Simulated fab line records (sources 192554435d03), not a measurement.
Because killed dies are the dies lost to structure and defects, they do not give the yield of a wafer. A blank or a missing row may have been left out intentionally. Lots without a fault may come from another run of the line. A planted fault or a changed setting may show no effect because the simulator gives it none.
Matching of chambers || flow n5 finfet || N5_BEOL_M12_ETCH_68 on rie diel-02 has 4 sister chambers
The step etches SOC in N2/H2, time 285 s. 4 wafers are shown with their chamber, then 10 later ones without.

## WAFERS PAIRED WITH THEIR CHAMBERS
{"wafer": "L082.2", "chamber": 3, "drypump motor current A (A)": 6.5}
{"wafer": "L085.5", "chamber": 2, "drypump motor current A (A)": 5.6}
{"wafer": "L091.3", "chamber": 1, "drypump motor current A (A)": 5.9}
{"wafer": "L091.4", "chamber": 0, "drypump motor current A (A)": 6.2}

## WAFERS MISSING THEIR CHAMBER
{"wafer": "L091.6", "drypump motor current A (A)": 6.6}
{"wafer": "L090.2", "drypump motor current A (A)": 5.9}
{"wafer": "L090.3", "drypump motor current A (A)": 6.2}
{"wafer": "L090.5", "drypump motor current A (A)": 5.9}
{"wafer": "L092.2", "drypump motor current A (A)": 6.1}
{"wafer": "L092.4", "drypump motor current A (A)": 5.9}
{"wafer": "L092.6", "drypump motor current A (A)": 5.6}
{"wafer": "L096.2", "drypump motor current A (A)": 6.5}
{"wafer": "L096.3", "drypump motor current A (A)": 6.0}
{"wafer": "L096.5", "drypump motor current A (A)": 5.6}

## WHICH CHAMBER EACH ONE RAN IN
{"wafer": "L091.6", "from the rows above": 3, "in truth": 3}
{"wafer": "L090.2", "from the rows above": 1, "in truth": 1}
{"wafer": "L090.3", "from the rows above": 0, "in truth": 0}
{"wafer": "L090.5", "from the rows above": 1, "in truth": 1}
{"wafer": "L092.2", "from the rows above": "can't be placed: 0 or 1", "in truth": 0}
{"wafer": "L092.4", "from the rows above": 1, "in truth": 1}
{"wafer": "L092.6", "from the rows above": 2, "in truth": 2}
{"wafer": "L096.2", "from the rows above": 3, "in truth": 3}
{"wafer": "L096.3", "from the rows above": "can't be placed: 1 or 0", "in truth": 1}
{"wafer": "L096.5", "from the rows above": 2, "in truth": 2}
Placed correctly: 8 of 10. Cannot be placed on the basis of these rows: 2; the candidates contain the true chamber in 2. Wrongly placed: 0.
How it was worked out, from the rows above alone: a wafer's distance from a chamber is the root of the sum, over the readings, of the square of ((its reading less the chamber's mean) divided by the reading's scatter). If the next closest chamber is less than 2 further off than the closest, the wafer can't be placed; otherwise it belongs to the closest. For every chamber, the mean is computed from those of its wafers that are shown. The scatter: with one shown wafer a chamber, the root of the mean of the squares of how far each hidden wafer lies from its nearest shown one.
